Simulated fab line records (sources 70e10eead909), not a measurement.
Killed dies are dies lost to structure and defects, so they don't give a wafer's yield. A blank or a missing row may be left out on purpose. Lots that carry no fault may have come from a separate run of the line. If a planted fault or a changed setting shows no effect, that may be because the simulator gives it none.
A struck lot beside a sound one	flow nand harc	12 out of 1302 route steps
Sound: the wafers L290.2, L290.3, L290.5. Struck: wafers L294.1, L294.5, L294.6. The cause is given at the end.
At each step with rows: each side's tool, then ch and its chambers, then its first start. Under that, the readings that differ: sound wafers	struck wafers	difference of the means	sigmas: that difference in standard deviations of wafers without a fault.
alike: a reading whose means differ by less than 2 such deviations, as well as words and numbers matching on both sides. not compared: withheld readings; readings where some wafer has no value; bounds like >300 that might hide an equal value; numbers whose values overlap and for which the record gives no deviation.
A row with sigmas, a row that says differs or no value, or rows on one side alone: a step with any of these is where the two part. Numbers that have no deviation but don't overlap get no sigmas and don't part them. A reading missing from all wafers of one side parts the sides only when that side holds two or more wafers.

NHARC_A_WL_FILL_INSPECT_15:
  sound: defect inspect-01 at day 21 07:14; struck: defect inspect-01 at day 23 22:10
  alike: raw defect count
NHARC_A_CONTACT_DEP_24: deposits SiO2, target thk 500 nm.
  sound on pecvd-03 ch 0,1, day 21 07:22; struck on pecvd-01 ch 0,1, day 23 22:18
  alike: heater power w, susceptor temp C, throttle valve pct
NHARC_A_CONTACT_DEP_28: deposits aC, target thk 7000 nm.
  sound on acl dep-03 ch 0, day 21 08:38; struck on acl dep-01 ch 0, day 23 23:05
reading	sound	struck	difference	sigmas
susceptor temp C (C)	399.91 400.15 400.00	- - -	no value on the struck wafers	
  alike: throttle valve pct
NHARC_A_CONTACT_DEP_29: deposits SiON, target thk 100 nm.
  sound on pecvd-01 ch 0,1,2, day 21 12:14; struck on pecvd-01 ch 0,2, day 24 03:19
reading	sound	struck	difference	sigmas
susceptor temp C (C)	400.27 400.45 400.19	399.52 399.61 399.71	-0.69	-3
  alike: heater power w
then, 5 steps without rows for these wafers: NHARC_A_CONTACT_DEHYDRATE_32 (time 120 s); NHARC_A_CONTACT_HMDS_33 (time 30 s); NHARC_A_CONTACT_COAT_34 (time 75 s); NHARC_A_CONTACT_COAT_35 (time 65 s); NHARC_A_CONTACT_COAT_36 (resist thk 90 nm).
NHARC_A_CONTACT_SOFTBAKE_37: time 55 s.
  sound on litho track-01 ch 0, day 21 12:00; struck on litho track-01 ch 0, day 24 03:00
reading	sound	struck	difference	sigmas
heater power total W (W)	188.40 188.72 188.32	176.84 176.66 176.77	-11.72	-84
  alike: exhaust pa
after that, 1 step had no rows for these wafers: NHARC_A_CONTACT_EBR_38.
-- jump in the record: it breaks off in module A_CONTACT and resumes in module END (first step shown: number 1302 of the route), and 3 days separate the struck wafers' starts before and after --
NHARC_END_SORT_01:
  at this point the record logs the struck wafers (prober-01 ch 0, day 27 02:39) and has no rows for the sound ones

## WHERE THEY PART
Earliest at NHARC_A_CONTACT_DEP_28; latest, in this record, at NHARC_END_SORT_01.

WHY: what had been put in by the simulator
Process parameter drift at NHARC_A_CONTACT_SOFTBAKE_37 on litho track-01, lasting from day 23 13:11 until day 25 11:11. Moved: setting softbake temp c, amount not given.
